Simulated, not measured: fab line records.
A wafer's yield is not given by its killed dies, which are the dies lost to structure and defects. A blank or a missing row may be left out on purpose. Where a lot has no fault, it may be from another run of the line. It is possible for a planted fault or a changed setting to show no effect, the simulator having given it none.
Chamber matching    flow n5_finfet    N5_BEOL_M8_CURE_74 on uv_cure-01: 3 sister chambers
The step cures SiCOH lowk, time 240 s. 6 wafers are shown with their chamber, then 12 later ones without.

WAFERS, EACH WITH ITS CHAMBER
wafer   chamber  wafer_temp_C_max  lamp_power_pct (%)
L083.3  1        387.9             52.25
L083.4  1        387.5             52.35
L089.5  0        386.9             52.24
L089.6  0        387.3             52.18
L091.3  2        387.2             52.38
L091.4  2        387.1             52.31

WAFERS WITH NO CHAMBER GIVEN
wafer   wafer_temp_C_max  lamp_power_pct (%)
L091.2  387.6             52.25
L091.5  386.8             52.19
L091.6  387.0             52.30
L090.1  386.9             52.35
L090.4  386.6             52.29
L090.6  387.1             52.34
L090.2  387.3             52.27
L090.3  387.3             52.37
L090.5  386.6             52.26
L092.2  387.4             52.32
L092.4  386.7             52.43
L092.5  387.3             52.28

THE CHAMBER EACH PASSED THROUGH
wafer    from the rows above            in truth
L091.2   can't be placed: 1 or 0 or 2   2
L091.5   can't be placed: 0 or 2        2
L091.6   can't be placed: 2 or 0 or 1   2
L090.1   can't be placed: 2 or 0        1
L090.4   can't be placed: 2 or 0        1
L090.6   2                              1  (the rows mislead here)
L090.2   can't be placed: 0 or 2 or 1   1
L090.3   can't be placed: 2 or 1        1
L090.5   can't be placed: 0 or 2        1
L092.2   can't be placed: 2 or 1 or 0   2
L092.4   can't be placed: 2 or 0        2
L092.5   can't be placed: 2 or 0 or 1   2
Placed correctly: 0 of 12. From these rows, 11 cannot be placed; in 8 the true chamber is one of the candidates. Placed wrongly: 1.
How it was worked out, from the rows above alone: a wafer's distance from a chamber is the root of the sum, over the readings, of the square of ((its reading less the chamber's mean) divided by the reading's scatter). If the next closest chamber is less than 2 further off than the closest, the wafer can't be placed; otherwise it belongs to the closest. The mean given for a chamber averages the wafers shown for that chamber. The scatter: the root of (the sum of the squares of (reading less its chamber's mean) over the shown wafers, divided by (wafers less chambers)).
